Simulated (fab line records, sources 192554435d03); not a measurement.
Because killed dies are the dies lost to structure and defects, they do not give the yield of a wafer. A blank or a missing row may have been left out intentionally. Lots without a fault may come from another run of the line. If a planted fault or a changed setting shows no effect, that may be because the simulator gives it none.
Split-lot experiment || flow n5 finfet || route with 1938 steps; 7 lots, 21 wafers read

== ABOUT THE SPLIT ==
At N5_BEOL_M6_COAT_22 (resist thk 30 nm), the setting spin rpm was moved away from the recipe's 1500 rpm on 10 of the 21 wafers read, by -10.4% to +11.1%. All remaining wafers had this setting at the recipe value.

== FROM THE SPLIT TO THE READING: what the file shows between them, 4 steps ==
- N5_BEOL_M6_EXPOSE_25: exposes mask V5, target cd 40 nm (also split here: dose mj)
- N5_BEOL_M6_PEB_26: peb time 60 s
- N5_BEOL_M6_DEVELOP_27: develop time 30 s
- N5_BEOL_M6_CD_MEAS_28: target cd 40 nm

== THE READING ==
CAR-EUV_of_BEOL_M6_COAT_22.thk nm (the simulator's own value, which no gauge read), in nm, at N5_BEOL_M6_DESCUM_33 (chemistry O2, time 7 s). There is no usual value for it anywhere in the file. Here, 11 wafers ran the recipe; their average is 26.0 nm with a standard deviation of 0.085 nm.

{"wafer": "L077.2", "tool, chamber at the split": "litho track-04, 0", "spin rpm as run, rpm": 1500, "against the recipe": "recipe", "CAR-EUV_of_BEOL_M6_COAT_22.thk nm, nm": 26, "against lot-mates on the recipe": "-"}
{"wafer": "L077.4", "tool, chamber at the split": "litho track-04, 0", "spin rpm as run, rpm": 1500, "against the recipe": "recipe", "CAR-EUV_of_BEOL_M6_COAT_22.thk nm, nm": 26, "against lot-mates on the recipe": "-"}
{"wafer": "L077.5", "tool, chamber at the split": "litho track-04, 0", "spin rpm as run, rpm": 1500, "against the recipe": "recipe", "CAR-EUV_of_BEOL_M6_COAT_22.thk nm, nm": 26, "against lot-mates on the recipe": "-"}
{"wafer": "L078.1", "tool, chamber at the split": "litho track-02, 0", "spin rpm as run, rpm": 1667, "against the recipe": "+11.1%", "CAR-EUV_of_BEOL_M6_COAT_22.thk nm, nm": 24.6, "against lot-mates on the recipe": -1.4}
{"wafer": "L078.2", "tool, chamber at the split": "litho track-02, 0", "spin rpm as run, rpm": 1500, "against the recipe": "recipe", "CAR-EUV_of_BEOL_M6_COAT_22.thk nm, nm": 26, "against lot-mates on the recipe": "-"}
{"wafer": "L078.3", "tool, chamber at the split": "litho track-02, 0", "spin rpm as run, rpm": 1667, "against the recipe": "+11.1%", "CAR-EUV_of_BEOL_M6_COAT_22.thk nm, nm": 24.4, "against lot-mates on the recipe": -1.6}
{"wafer": "L079.2", "tool, chamber at the split": "litho track-02, 0", "spin rpm as run, rpm": 1500, "against the recipe": "recipe", "CAR-EUV_of_BEOL_M6_COAT_22.thk nm, nm": 26, "against lot-mates on the recipe": "-"}
{"wafer": "L079.3", "tool, chamber at the split": "litho track-02, 0", "spin rpm as run, rpm": 1432, "against the recipe": "-4.5%", "CAR-EUV_of_BEOL_M6_COAT_22.thk nm, nm": 26.8, "against lot-mates on the recipe": "+0.8"}
{"wafer": "L079.6", "tool, chamber at the split": "litho track-02, 0", "spin rpm as run, rpm": 1432, "against the recipe": "-4.5%", "CAR-EUV_of_BEOL_M6_COAT_22.thk nm, nm": 26.6, "against lot-mates on the recipe": "+0.6"}
{"wafer": "L081.3", "tool, chamber at the split": "litho track-04, 0", "spin rpm as run, rpm": 1579, "against the recipe": "+5.3%", "CAR-EUV_of_BEOL_M6_COAT_22.thk nm, nm": 25.2, "against lot-mates on the recipe": -0.6}
{"wafer": "L081.5", "tool, chamber at the split": "litho track-04, 0", "spin rpm as run, rpm": 1500, "against the recipe": "recipe", "CAR-EUV_of_BEOL_M6_COAT_22.thk nm, nm": 25.8, "against lot-mates on the recipe": "-"}
{"wafer": "L081.6", "tool, chamber at the split": "litho track-04, 0", "spin rpm as run, rpm": 1579, "against the recipe": "+5.3%", "CAR-EUV_of_BEOL_M6_COAT_22.thk nm, nm": 25.2, "against lot-mates on the recipe": -0.6}
{"wafer": "L093.1", "tool, chamber at the split": "litho track-04, 0", "spin rpm as run, rpm": 1344, "against the recipe": "-10.4%", "CAR-EUV_of_BEOL_M6_COAT_22.thk nm, nm": 27.6, "against lot-mates on the recipe": "+1.6"}
{"wafer": "L093.3", "tool, chamber at the split": "litho track-04, 0", "spin rpm as run, rpm": 1500, "against the recipe": "recipe", "CAR-EUV_of_BEOL_M6_COAT_22.thk nm, nm": 26, "against lot-mates on the recipe": "-"}
{"wafer": "L093.5", "tool, chamber at the split": "litho track-04, 0", "spin rpm as run, rpm": 1344, "against the recipe": "-10.4%", "CAR-EUV_of_BEOL_M6_COAT_22.thk nm, nm": 27.8, "against lot-mates on the recipe": "+1.8"}
{"wafer": "L095.1", "tool, chamber at the split": "litho track-01, 0", "spin rpm as run, rpm": 1500, "against the recipe": "recipe", "CAR-EUV_of_BEOL_M6_COAT_22.thk nm, nm": 26, "against lot-mates on the recipe": "-"}
{"wafer": "L095.5", "tool, chamber at the split": "litho track-01, 0", "spin rpm as run, rpm": 1500, "against the recipe": "recipe", "CAR-EUV_of_BEOL_M6_COAT_22.thk nm, nm": 26, "against lot-mates on the recipe": "-"}
{"wafer": "L095.2", "tool, chamber at the split": "litho track-01, 0", "spin rpm as run, rpm": 1500, "against the recipe": "recipe", "CAR-EUV_of_BEOL_M6_COAT_22.thk nm, nm": 26, "against lot-mates on the recipe": "-"}
{"wafer": "L096.1", "tool, chamber at the split": "litho track-04, 0", "spin rpm as run, rpm": 1632, "against the recipe": "+8.8%", "CAR-EUV_of_BEOL_M6_COAT_22.thk nm, nm": 24.8, "against lot-mates on the recipe": -1.4}
{"wafer": "L096.2", "tool, chamber at the split": "litho track-04, 0", "spin rpm as run, rpm": 1632, "against the recipe": "+8.8%", "CAR-EUV_of_BEOL_M6_COAT_22.thk nm, nm": 24.8, "against lot-mates on the recipe": -1.4}
{"wafer": "L096.5", "tool, chamber at the split": "litho track-04, 0", "spin rpm as run, rpm": 1500, "against the recipe": "recipe", "CAR-EUV_of_BEOL_M6_COAT_22.thk nm, nm": 26.2, "against lot-mates on the recipe": "-"}

FIT RESULTS
A straight line over all 21 wafers: CAR-EUV_of_BEOL_M6_COAT_22.thk nm changes by -0.147 nm for each +1% of spin rpm; r = -0.99; the points scatter about the line by 0.11 nm.
The same after taking each lot's own level away (the mean of its wafers on the recipe; 21 wafers): -0.149 nm for each +1%; r = -0.99; scatter 0.1 nm.
On that fit, the largest move of spin rpm shifts the reading by 1.7 nm.
Across the lots, their own levels run from 25.80 to 26.20 nm, a range of 4.7 times the standard deviation given above.
The two slopes agree, so the slope changes little with the lot-to-lot level.
Check: for one of the wafers moved furthest among these (+11.1%), held out of the fit, the line's prediction against its lot-mates is -1.68 nm. Against them it came out at -1.4 nm.

== FURTHER SPLITS ON THESE WAFERS ==
Other splits were also applied to these wafers ahead of the reading. Each is held against what the fit with the lots' levels taken away leaves over:
{"other split on the same wafers": "N5_BEOL_M5_COAT_66 spin rpm", "wafers away from the commonest value": 5, "r with CAR-EUV_of_BEOL_M6_COAT_22.thk nm (lot level and that fit taken away)": -0.08}
{"other split on the same wafers": "N5_BEOL_M6_EXPOSE_25 dose mj", "wafers away from the commonest value": 9, "r with CAR-EUV_of_BEOL_M6_COAT_22.thk nm (lot level and that fit taken away)": -0.22}

== THE WHOLE CHAIN: every reading that the file lists as answering this split, in the file's order ==
{"step": "N5_BEOL_M6_COAT_22", "what it does": "resist thk 30 nm", "reading": "CAR-EUV_of_BEOL_M6_COAT_22.thk nm (the simulator's own value, which no gauge read)", "change (the file's fit)": "-0.144 nm for each +1% of the setting", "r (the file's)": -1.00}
{"step": "N5_BEOL_M6_DESCUM_33", "what it does": "chemistry O2, time 7 s", "reading": "CAR-EUV_of_BEOL_M6_COAT_22.thk nm (the simulator's own value, which no gauge read)", "change (the file's fit)": "-0.148 nm for each +1% of the setting", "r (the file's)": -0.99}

== FILE'S OWN FIT ==
CAR-EUV_of_BEOL_M6_COAT_22.thk nm changes by -0.148 nm for each +1% of spin rpm, r = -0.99.
